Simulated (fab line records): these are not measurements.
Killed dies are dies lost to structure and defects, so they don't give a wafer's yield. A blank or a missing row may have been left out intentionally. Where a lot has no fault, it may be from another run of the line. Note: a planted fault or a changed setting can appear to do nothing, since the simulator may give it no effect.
The tool behind it: which one? ; flow nand-harc ; 13 lots, 39 wafers sampled, at 5 steps of a route of 1302

== WHAT THE GAUGES SHOWED, per wafer ==
NHARC_P_STI_INSPECT_25.
lot;measured;on;raw-defect-count
L272;day 4 09:39;defect-inspect-02;251 142 122
L274;day 5 03:39;defect-inspect-02;211 206 283
L276;day 6 01:10;defect-inspect-01;184 243 200
L278;day 6 20:19;defect-inspect-02;277 251 171
L279;day 7 06:03;defect-inspect-02;161 133 94
L280;day 7 19:16;defect-inspect-01;337 269 257
L281;day 8 01:30;defect-inspect-01;106 99 104
L283;day 8 22:40;defect-inspect-02;203 141 236
L285;day 10 04:44;defect-inspect-02;219 548 506
L291;day 12 06:09;defect-inspect-01;327 364 222
L292;day 12 16:36;defect-inspect-02;124 201 181
L293;day 13 03:14;defect-inspect-02;160 190 102
L294;day 13 15:32;defect-inspect-02;252 167 165

NHARC_P_GATE_CD_MEAS_11: the cd target is 1640 nm.
lot;measured;on;cd-nm (nm)
L272;day 4 18:02;cd-sem-03;1641.4 1638.0 1637.4
L274;day 5 12:31;cd-sem-02;1642.8 1639.7 1641.1
L276;day 6 13:22;cd-sem-03;1638.2 1640.5 1640.7
L278;day 7 04:43;cd-sem-03;1639.0 1636.1 1639.2
L279;day 7 14:22;cd-sem-02;1641.8 1639.8 1641.9
L280;day 8 03:58;cd-sem-02;1643.0 1643.2 1641.9
L281;day 8 09:53;cd-sem-03;1642.0 1640.3 1636.8
L283;day 9 07:21;cd-sem-01;- - -
L285;day 10 13:34;cd-sem-02;1639.4 1639.7 1638.7
L291;day 12 14:53;cd-sem-02;1642.8 1639.5 1636.9
L292;day 13 01:22;cd-sem-01;1639.3 1641.9 1638.8
L293;day 13 11:29;cd-sem-02;1641.9 1641.5 1638.2
L294;day 14 01:14;cd-sem-02;1641.6 1640.6 1640.0

NHARC_P_GATE_CD_MEAS_26: the cd target is 120 nm.
lot;measured;on;cd-nm (nm)
L272;day 5 07:59;cd-sem-02;119.8 118.1 118.9
L274;day 6 02:52;cd-sem-03;120.5 119.7 120.7
L276;day 7 07:31;cd-sem-03;121.0 121.3 121.5
L278;day 7 22:46;cd-sem-03;119.8 121.3 120.6
L279;day 8 04:15;cd-sem-01;120.7 120.7 119.5
L280;day 8 20:32;cd-sem-02;119.7 119.9 119.2
L281;day 9 01:52;cd-sem-02;120.2 119.9 119.8
L283;day 9 21:37;cd-sem-03;121.1 119.7 121.2
L285;day 11 03:51;cd-sem-03;120.7 119.7 119.8
L291;day 13 08:35;cd-sem-01;119.3 121.1 120.4
L292;day 13 15:38;cd-sem-01;117.9 119.0 119.2
L293;day 14 05:19;cd-sem-01;120.0 121.6 120.3
L294;day 14 20:34;cd-sem-02;121.2 120.8 121.2

== WHAT TOOL EACH LOT RAN ON (gives the tool, then ch and the chambers of the sampled wafers, and finally the start) ==
lot;NHARC_P_GATE_EXPOSE_08;NHARC_P_GATE_DEP_103
L272;krf-scanner-01 ch 0, day 4 17:52;pecvd-04 ch 1,2, day 5 07:16
L274;krf-scanner-04 ch 0, day 5 12:22;pecvd-02 ch 0,1,2, day 6 02:19
L276;krf-scanner-02 ch 0, day 6 13:13;pecvd-04 ch 0,1,2, day 7 06:50
L278;krf-scanner-02 ch 0, day 7 04:34;pecvd-02 ch 0,1,2, day 7 22:15
L279;krf-scanner-02 ch 0, day 7 14:12;pecvd-04 ch 0,1, day 8 03:37
L280;krf-scanner-02 ch 0, day 8 03:49;pecvd-01 ch 0,1, day 8 19:52
L281;krf-scanner-01 ch 0, day 8 09:43;pecvd-04 ch 0,1,2, day 9 01:11
L283;krf-scanner-04 ch 0, day 9 07:12;pecvd-02 ch 0,1,2, day 9 20:56
L285;krf-scanner-01 ch 0, day 10 13:25;pecvd-01 ch 0,1, day 11 03:10
L291;krf-scanner-04 ch 0, day 12 14:44;pecvd-01 ch 0,1, day 13 07:54
L292;krf-scanner-02 ch 0, day 13 01:12;pecvd-04 ch 1,2, day 13 14:58
L293;krf-scanner-02 ch 0, day 13 11:20;pecvd-04 ch 0,1,2, day 14 04:38
L294;krf-scanner-04 ch 0, day 14 01:05;pecvd-01 ch 0,1, day 14 19:52
- NHARC_P_GATE_EXPOSE_08: exposes mask P HV.
- NHARC_P_GATE_DEP_103: deposits SiON, target thk 30 nm.

== WHAT THE TOOLS THEMSELVES READ (means of the sampled wafers that have a number; where no wafer has one, the mark that the record gives instead) ==
NHARC_P_GATE_EXPOSE_08.
lot;tool;reticle-temp-C (C)
L272;krf-scanner-01;23.03
L274;krf-scanner-04;23.05
L276;krf-scanner-02;23.03
L278;krf-scanner-02;22.97
L279;krf-scanner-02;23.10
L280;krf-scanner-02;22.93
L281;krf-scanner-01;23.05
L283;krf-scanner-04;23.10
L285;krf-scanner-01;23.09
L291;krf-scanner-04;22.97
L292;krf-scanner-02;22.92
L293;krf-scanner-02;23.12
L294;krf-scanner-04;22.94

NHARC_P_GATE_DEP_103.
lot;tool;heater-power-w (W)
L272;pecvd-04;873
L274;pecvd-02;760
L276;pecvd-04;820
L278;pecvd-02;801
L279;pecvd-04;811
L280;pecvd-01;754
L281;pecvd-04;768
L283;pecvd-02;807
L285;pecvd-01;759
L291;pecvd-01;747
L292;pecvd-04;864
L293;pecvd-04;810
L294;pecvd-01;793

== THE ANSWER, worked out from the rows above alone ==
Rule: the lots themselves supply what counts as usual. Put in order of their means at a reading, lots are off if they are a third of the lots or fewer, leave a main group of 4 or more, and stand apart from it by a gap of 3 or more times the standard deviation of the main group's means; of several such gaps the widest counts. The tables above print the reading to a certain number of digits; a main group whose means all agree to those digits is not used. A lot without any number at a reading at which 4 lots or more have one is off too. The other lots that the step has rows for count as sound. After the gauges, taken in route order, come the tools' own readings; for these a lot's mean is taken, as printed above. The first step at which some lot is off is used, and at that step the reading that is off furthest; a lot without a number counts as furthest.
Off: L283, at NHARC_P_GATE_CD_MEAS_11 (cd-nm). Without a number there: L283. Mean 1640.2 nm and standard deviation 1.2 in the main group.
If a tool, at a process step before that reading, ran all the lots that are off and no sound lot after the first of them, it fits. The gauges at NHARC_P_GATE_CD_MEAS_11 are tried like those tools. No candidate that was tried fits.

== WHAT THE SIMULATOR PUT IN ==
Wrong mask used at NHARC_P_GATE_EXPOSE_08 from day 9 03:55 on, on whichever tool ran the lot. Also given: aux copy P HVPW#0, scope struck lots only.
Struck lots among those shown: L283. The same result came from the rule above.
